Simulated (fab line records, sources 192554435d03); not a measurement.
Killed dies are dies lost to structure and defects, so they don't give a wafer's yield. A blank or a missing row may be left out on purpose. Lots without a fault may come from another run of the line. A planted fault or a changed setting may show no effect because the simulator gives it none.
A struck lot beside a sound one | flow n5_finfet | 17 steps out of a route of 1938
Sound: wafers L549.3, L549.4, L549.5. Struck: wafers L546.3, L546.5, L546.6. The cause comes at the end.
At each step with rows: each side's tool, then ch and its chambers, then its first start. Under that, the readings that differ: sound wafers | struck wafers | difference of the means | sigmas: that difference in standard deviations of wafers without a fault.
alike: readings whose means differ by less than 2 such deviations, and words and numbers that are the same on both sides. not compared: withheld readings, readings that some wafer has no value for, bounds like >300 that may hide the same value, and numbers for which the record gives no deviation and whose values overlap.
The two part at a step that has a row with sigmas, a row that says differs or no value, or rows on one side only. Numbers that don't overlap but have no deviation are shown without sigmas and don't part them. A reading that every wafer of one side lacks parts them only if that side has two wafers or more.

first, 2 steps without rows for these wafers: N5_BEOL_M2_PEB_09 (peb time 60 s); N5_BEOL_M2_DEVELOP_10 (develop time 30 s).
N5_BEOL_M2_CD_MEAS_11: target cd 16.79 nm.
  sound on cd_sem-01 ch 0, day 11 15:47; struck on cd_sem-02 ch 0, day 10 23:31
  alike: cd_nm
N5_BEOL_M2_OVL_MEAS_12:
  sound on overlay-01 ch 0, day 11 15:49; struck on overlay-02 ch 0, day 10 23:34
  alike: M2_OVL
N5_BEOL_M2_INSPECT_13: inspects for defects (brightfield).
  sound on defect_inspect-02, day 11 15:52; struck on defect_inspect-02, day 10 23:36
  alike: raw_defect_count
N5_BEOL_M2_DESCUM_16: chemistry O2, time 7 s.
  sound on rie_diel-05 ch 0,3, day 11 15:54; struck on rie_diel-03 ch 2,3, day 10 23:38
  alike: drypump_motor_current_A, oes_product_au, rf_vpp_V, showerhead_plenum_p_Torr, throttle_valve_pct
  not compared: rf_hours_counter_h
N5_BEOL_M2_ETCH_74: etches underlayer in N2/H2, target depth 6.5 nm, time 5.2 s.
  sound on rie_diel-05 ch 0,3, day 11 15:56; struck on rie_diel-03 ch 2,3, day 10 23:41
  alike: drypump_motor_current_A, etch_rf_on_time_s, h2_flow_sccm, oes_product_au, rf_vpp_V, showerhead_plenum_p_Torr, throttle_valve_pct
  not compared: rf_hours_counter_h
then, 1 step without rows for these wafers: N5_BEOL_M2_ETCH_63 (etches SiARC in CF4, target depth 15.6 nm, time 26 s).
N5_BEOL_M2_ETCH_64: etches SOC in N2/H2, target depth 75 nm, overetch 22.5 nm, time 121.9 s.
  sound on rie_diel-05 ch 0,3, day 11 15:59; struck on rie_diel-03 ch 2,3, day 10 23:43
  alike: drypump_motor_current_A, h2_flow_sccm, oes_product_au, rf_vpp_V, showerhead_plenum_p_Torr, throttle_valve_pct
  not compared: rf_hours_counter_h
then, 2 steps without rows for these wafers: N5_BEOL_M2_STRIP_65 (strips in N2/H2); N5_BEOL_M2_STRIP_75 (strips in N2/H2).
N5_BEOL_M2_STRIP_66: strips in CF4.
  sound on rie_diel-05 ch 0,3, day 11 16:07; struck on rie_diel-03 ch 2,3, day 10 23:52
  alike: drypump_motor_current_A, oes_product_au, rf_vpp_V, showerhead_plenum_p_Torr, throttle_valve_pct
  not compared: rf_hours_counter_h
N5_BEOL_M2_HM_OPEN_17: chemistry Cl2/BCl3, target TiN, target depth 20 nm, overetch 6 nm.
  sound on rie_metal-03 ch 0,1, day 11 16:11; struck on rie_metal-03 ch 0,1, day 10 23:56
  no value came back on the struck wafers for any of 6 readings (bcl3_flow_sccm (sccm), bias_w (W) and others); on the sound wafers bcl3_flow_sccm (sccm) reads 21.69 21.83 21.68
  reading                                  | sound        | struck     | difference | sigmas
  model.SOC_of_BEOL_M2_COAT_61.thk_nm (nm) | 52 52.2 52.4 | 60 60.2 60 | +8         |
  not compared: rf_hours_counter_h
N5_BEOL_M2_STRIP_19: strips in O2.
  sound on rie_diel-03 ch 0,3, day 11 16:16; struck on rie_diel-03 ch 0,1, day 11 00:01
  alike: drypump_motor_current_A, oes_product_au, rf_vpp_V, showerhead_plenum_p_Torr, throttle_valve_pct
  not compared: rf_hours_counter_h
N5_BEOL_M2_CD_MEAS_18: pitch 36 nm, target cd 18 nm.
  sound on cd_sem-01, day 11 16:20; struck on cd_sem-02, day 11 00:05
  reading    | sound          | struck | difference                    | sigmas
  cd_nm (nm) | 17.7 18.9 18.5 | - - -  | no value on the struck wafers |
then, 1 step without rows for these wafers: N5_BEOL_M2_COAT_67 (time 60 s, resist thk 60 nm).
N5_BEOL_M4_RC_MEAS_101:
  the record has rows for the sound wafers here (prober-01 ch 0, day 13 02:37) and none for the struck ones

WHERE THEY PART
First at N5_BEOL_M2_HM_OPEN_17; last, within this record, at N5_BEOL_M4_RC_MEAS_101.

WHY: what the simulator had put in
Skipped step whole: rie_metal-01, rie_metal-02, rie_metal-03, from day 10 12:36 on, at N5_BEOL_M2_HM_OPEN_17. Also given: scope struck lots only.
